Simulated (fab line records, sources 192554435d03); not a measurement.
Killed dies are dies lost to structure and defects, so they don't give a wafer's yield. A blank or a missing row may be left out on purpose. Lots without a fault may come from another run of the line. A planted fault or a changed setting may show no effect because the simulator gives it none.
Chamber matching | flow n5_finfet | N5_MOL_CONTACT_COAG_CMP_52 on cmp-02: 4 sister chambers
The step polishes, stops on SiO2, t overpolish 1.5 s, target thk 66.5 nm. 8 wafers are shown with their chamber, then 8 later ones without.

WAFERS WITH THEIR CHAMBER
wafer  | chamber | motor_current_A (A) | time_to_endpoint_s (s)
L083.1 | 2       | 9.3                 | 15.7
L085.2 | 0       | 11.6                | 14.6
L086.3 | 1       | 11.0                | 10.2
L086.4 | 2       | 8.9                 | 15.0
L088.1 | 0       | 11.6                | 13.4
L088.3 | 3       | 12.7                | 11.6
L088.5 | 1       | 10.0                | 10.7
L090.1 | 3       | 13.7                | 9.2

WAFERS WITHOUT THEIR CHAMBER
wafer  | motor_current_A (A) | time_to_endpoint_s (s)
L090.2 | 9.0                 | 9.5
L090.4 | 11.8                | 11.4
L092.1 | 13.6                | 9.8
L092.2 | 11.7                | 13.3
L092.3 | 10.6                | 8.3
L094.2 | 9.0                 | 14.7
L094.3 | 10.8                | 12.5
L094.4 | 13.9                | 13.9

WHICH CHAMBER EACH WENT THROUGH
wafer  | from the rows above          | in truth
L090.2 | 1                            | 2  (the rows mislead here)
L090.4 | can't be placed: 0 or 1 or 3 | 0
L092.1 | 3                            | 3
L092.2 | 0                            | 0
L092.3 | 1                            | 1
L094.2 | 2                            | 2
L094.3 | can't be placed: 1 or 0      | 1
L094.4 | can't be placed: 3 or 0      | 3
Placed correctly: 4 of 8. Can't be placed from these rows: 3 (the true chamber is among the candidates in 3). Placed wrongly: 1.
How it was worked out, from the rows above alone: a wafer's distance from a chamber is the root of the sum, over the readings, of the square of ((its reading less the chamber's mean) divided by the reading's scatter). The wafer belongs to the nearest chamber; if the next one is less than 2 further off, it can't be placed. A chamber's mean is the mean of its shown wafers. The scatter: the root of (the sum of the squares of (reading less its chamber's mean) over the shown wafers, divided by (wafers less chambers)).
